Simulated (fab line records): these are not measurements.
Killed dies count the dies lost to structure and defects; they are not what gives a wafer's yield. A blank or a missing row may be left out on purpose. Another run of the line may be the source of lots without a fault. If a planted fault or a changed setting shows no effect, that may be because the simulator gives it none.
Check of tool commonality + flow n5 finfet + 27 wafers sampled across 9 lots

== THE REASON FOR OPENING IT ==
N5_BEOL_M4_RC_MEAS_101, reading RS_PWELL: flagged on 2 of 9 lots. Fault-free wafers read 2999 ohm/sq, with a standard deviation of 22.
Rule: a lot gets a flag if all its wafers with a number sit over 4 standard deviations from that mean, or if no wafer of it has a number. The rest of the lots are taken to be sound.

| lot  | measured     | on        | RS_PWELL (ohm/sq), wafer by wafer | flag    |
|------|--------------|-----------|-----------------------------------|---------|
| L937 | day 8 12:53  | prober-02 | 2985 3038 2990                    |         |
| L939 | day 8 20:23  | prober-02 | 3013 2987 2995                    |         |
| L941 | day 9 21:12  | prober-01 | 3035 3024 3035                    |         |
| L943 | day 10 14:52 | prober-02 | 2539 2520 2524                    | FLAGGED |
| L945 | day 10 22:23 | prober-01 | 2592 2602 2564                    | FLAGGED |
| L946 | day 12 03:04 | prober-02 | 3003 3014 3034                    |         |
| L951 | day 12 07:56 | prober-01 | 2982 2999 3000                    |         |
| L958 | day 14 01:35 | prober-02 | 2976 2984 2967                    |         |
| L960 | day 14 22:47 | prober-02 | 2976 3015 3021                    |         |
Average over the flagged lots: 2557 ohm/sq; offset from the usual -442 ohm/sq, equal to -20 standard deviations.

== EACH LOT AND THE TOOL IT RAN ON ==
2 process steps preceding the reading are held in the record, out of 1938 steps in the route. Cell contents, in order: the tool; ch with the chambers the sampled wafers went through; the start.
| lot  | flag    | N5_WELL_APT_IMPLANT_32         | N5_PMOS_HMC_CHANNEL_EPI_STRIP_33  |
|------|---------|--------------------------------|-----------------------------------|
| L937 |         | implanter-02 ch 0, day 1 15:59 | rie diel-06 ch 0,1,2, day 1 18:14 |
| L939 |         | implanter-01 ch 0, day 2 04:27 | rie diel-01 ch 1,2,3, day 2 06:54 |
| L941 |         | implanter-01 ch 0, day 2 15:49 | rie diel-06 ch 1,2, day 2 18:04   |
| L943 | FLAGGED | implanter-01 ch 0, day 3 03:56 | rie diel-01 ch 0,2, day 3 06:02   |
| L945 | FLAGGED | implanter-01 ch 0, day 3 15:13 | rie diel-06 ch 0,1, day 3 17:46   |
| L946 |         | implanter-02 ch 0, day 3 21:12 | rie diel-06 ch 2,3, day 3 23:26   |
| L951 |         | implanter-02 ch 0, day 5 03:20 | rie diel-03 ch 1,3, day 5 05:38   |
| L958 |         | implanter-01 ch 0, day 6 21:24 | rie diel-03 ch 0,2,3, day 6 23:18 |
| L960 |         | implanter-01 ch 0, day 7 09:12 | rie diel-03 ch 1,3, day 7 11:13   |
These steps, and what they do:
- N5_WELL_APT_IMPLANT_32
- N5_PMOS_HMC_CHANNEL_EPI_STRIP_33: strips in N2/H2.
- N5_BEOL_M4_RC_MEAS_101

== FLAGGED AGAINST TOTAL, ONE TOOL AT A TIME (gauges that did the reading follow at the end) ==
| step                             | tool         | lots run | flagged | share of the flagged lots | sound lots run after its first flagged lot |
|----------------------------------|--------------|----------|---------|---------------------------|--------------------------------------------|
| N5_WELL_APT_IMPLANT_32           | implanter-01 | 6        | 2       | all                       | 2 (L958,L960)                              |
| N5_WELL_APT_IMPLANT_32           | implanter-02 | 3        | 0       | none                      | -                                          |
| N5_PMOS_HMC_CHANNEL_EPI_STRIP_33 | rie diel-01  | 2        | 1       | some                      | 0                                          |
| N5_PMOS_HMC_CHANNEL_EPI_STRIP_33 | rie diel-03  | 3        | 0       | none                      | -                                          |
| N5_PMOS_HMC_CHANNEL_EPI_STRIP_33 | rie diel-06  | 4        | 1       | some                      | 1 (L946)                                   |
| N5_BEOL_M4_RC_MEAS_101           | prober-01    | 3        | 1       | some                      | 1 (L951)                                   |
| N5_BEOL_M4_RC_MEAS_101           | prober-02    | 6        | 1       | some                      | 3 (L946,L958,L960)                         |

== WHAT THE TABLE ALLOWS ==
In the table, 1 row covers all flagged lots: implanter-01 at N5_WELL_APT_IMPLANT_32.
- implanter-01 at N5_WELL_APT_IMPLANT_32: 2 of its 6 lots flagged. After the first flagged lot (L958, L960), sound lots still ran on it; a lasting fault on the whole tool would not permit that. Its own readings (beam energy keV) fall more than 4 standard deviations out on all wafers of the flagged lots.
Every row of the table either missed a flagged lot or ran a sound lot after the first.

== WHAT THE SIMULATOR HAD INSERTED ==
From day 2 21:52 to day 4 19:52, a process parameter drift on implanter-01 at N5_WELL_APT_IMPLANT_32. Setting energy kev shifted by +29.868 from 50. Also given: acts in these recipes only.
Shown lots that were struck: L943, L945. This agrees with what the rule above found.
